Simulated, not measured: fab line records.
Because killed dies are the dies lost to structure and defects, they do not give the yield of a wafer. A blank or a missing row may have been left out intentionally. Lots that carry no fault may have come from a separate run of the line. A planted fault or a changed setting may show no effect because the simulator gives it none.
Which of the tools did it? + flow nand-harc + 33 wafers from 11 lots sampled at 2 of the route's 1302 steps

## WHAT THE GAUGES READ, wafer by wafer
NHARC_A_BLC_CD_MEAS_19.
| lot  | measured     | on        | cd-nm (nm)       |
|------|--------------|-----------|------------------|
| L248 | day 22 22:52 | cd-sem-02 | 98.5 102.1 101.3 |
| L251 | day 23 20:02 | cd-sem-01 | 101.4 99.3 100.6 |
| L255 | day 25 18:57 | cd-sem-01 | 104.8 98.7 101.1 |
| L259 | day 26 16:20 | cd-sem-01 | 99.8 98.3 99.5   |
| L265 | day 28 23:11 | cd-sem-02 | 102.5 99.2 99.7  |
| L266 | day 30 02:26 | cd-sem-02 | 96.5 97.0 100.2  |
| L267 | day 30 15:16 | cd-sem-02 | 98.8 100.0 100.0 |
| L268 | day 30 16:46 | cd-sem-01 | 100.2 100.4 98.4 |
| L269 | day 31 06:38 | cd-sem-03 | 97.6 98.1 100.1  |
| L270 | day 31 23:00 | cd-sem-02 | 97.9 96.6 99.2   |
| L271 | day 32 01:18 | cd-sem-01 | 98.2 99.3 99.4   |

## WHAT TOOL EACH LOT RAN ON (gives the tool, then ch and the chambers of the sampled wafers, and finally the start)
| lot  | NHARC_A_BLC_ETCH_17                           |
|------|-----------------------------------------------|
| L248 | rie-diel-06 ch 0,1,2, day 22 22:52 or earlier |
| L251 | rie-diel-13 ch 1,2,3, day 23 20:02 or earlier |
| L255 | rie-diel-13 ch 1,2, day 25 18:57 or earlier   |
| L259 | rie-diel-13 ch 1,2,3, day 26 16:20 or earlier |
| L265 | rie-diel-13 ch 0,1,2, day 28 23:11 or earlier |
| L266 | rie-diel-03 ch 2,3, day 30 02:26 or earlier   |
| L267 | rie-diel-06 ch 0,2,3, day 30 15:16 or earlier |
| L268 | rie-diel-06 ch 0,1,2, day 30 16:46 or earlier |
| L269 | rie-diel-06 ch 0,2, day 31 06:38 or earlier   |
| L270 | rie-diel-06 ch 1,2,3, day 31 23:00 or earlier |
| L271 | rie-diel-06 ch 0,1,3, day 32 01:18 or earlier |
- NHARC_A_BLC_ETCH_17: etches the open film in N2/H2, target depth 390 nm, time 609.38 s.

## THE ANSWER, worked out from the rows above alone
Rule: the lots themselves supply what counts as usual. Put in order of their means at a reading, lots are off if they are a third of the lots or fewer, leave a main group of 4 or more, and stand apart from it by a gap of 3 or more times the standard deviation of the main group's means; of several such gaps the widest counts. If all means in a main group match to the digits the tables above print for the reading, that group is not used. A lot without any number at a reading at which 4 lots or more have one is off too. The other lots that the step has rows for count as sound.
Across all readings shown, no lot is off: no conclusion can be drawn from this.

## WHAT HAD BEEN PUT IN BY THE SIMULATOR
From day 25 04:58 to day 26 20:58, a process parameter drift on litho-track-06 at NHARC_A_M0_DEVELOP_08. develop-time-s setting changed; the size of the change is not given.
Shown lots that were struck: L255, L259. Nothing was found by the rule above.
